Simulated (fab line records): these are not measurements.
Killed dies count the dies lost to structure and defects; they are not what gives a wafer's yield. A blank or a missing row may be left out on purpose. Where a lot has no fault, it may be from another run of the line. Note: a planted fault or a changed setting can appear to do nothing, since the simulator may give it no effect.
Chamber matching / flow n5Finfet / rieDiel-02 running N5_BEOL_M3_VIA_ETCH_34: 4 sister chambers
The step etches the open film in C4F6/O2, target depth 69.4 nm, time 65.9 s. 8 wafers are shown with their chamber, then 8 later ones without.

WAFERS WITH THEIR CHAMBER
wafer=L077.6; chamber=1; rfVppV (V)=658; showerheadPlenumPTorr (Torr)=2.85
wafer=L080.2; chamber=2; rfVppV (V)=688; showerheadPlenumPTorr (Torr)=2.88
wafer=L082.3; chamber=1; rfVppV (V)=658; showerheadPlenumPTorr (Torr)=2.85
wafer=L082.4; chamber=0; rfVppV (V)=674; showerheadPlenumPTorr (Torr)=2.88
wafer=L087.3; chamber=3; rfVppV (V)=640; showerheadPlenumPTorr (Torr)=2.78
wafer=L087.5; chamber=3; rfVppV (V)=642; showerheadPlenumPTorr (Torr)=2.78
wafer=L087.6; chamber=2; rfVppV (V)=688; showerheadPlenumPTorr (Torr)=2.88
wafer=L086.2; chamber=0; rfVppV (V)=674; showerheadPlenumPTorr (Torr)=2.87

WAFERS MISSING THEIR CHAMBER
wafer=L086.4; rfVppV (V)=640; showerheadPlenumPTorr (Torr)=2.78
wafer=L086.6; rfVppV (V)=658; showerheadPlenumPTorr (Torr)=2.84
wafer=L092.1; rfVppV (V)=657; showerheadPlenumPTorr (Torr)=2.84
wafer=L092.4; rfVppV (V)=675; showerheadPlenumPTorr (Torr)=2.87
wafer=L092.6; rfVppV (V)=686; showerheadPlenumPTorr (Torr)=2.87
wafer=L096.4; rfVppV (V)=659; showerheadPlenumPTorr (Torr)=2.84
wafer=L096.5; rfVppV (V)=675; showerheadPlenumPTorr (Torr)=2.87
wafer=L096.6; rfVppV (V)=641; showerheadPlenumPTorr (Torr)=2.78

WHICH CHAMBER EACH WENT THROUGH
wafer=L086.4; from the rows above=3; in truth=3
wafer=L086.6; from the rows above=1; in truth=1
wafer=L092.1; from the rows above=1; in truth=1
wafer=L092.4; from the rows above=0; in truth=0
wafer=L092.6; from the rows above=2; in truth=2
wafer=L096.4; from the rows above=1; in truth=1
wafer=L096.5; from the rows above=0; in truth=0
wafer=L096.6; from the rows above=3; in truth=3
Correctly placed: 8 of 8. Number that these rows cannot place: 0. 0 placed wrongly.
How it was worked out, from the rows above alone: a wafer's distance from a chamber is the root of the sum, over the readings, of the square of ((its reading less the chamber's mean) divided by the reading's scatter). The wafer belongs to the nearest chamber; if the next one is less than 2 further off, it can't be placed. A chamber's mean is the mean of its shown wafers. The scatter: take each reading less its chamber's mean, square it, sum over the shown wafers, divide by the number of wafers less the number of chambers, and take the root.
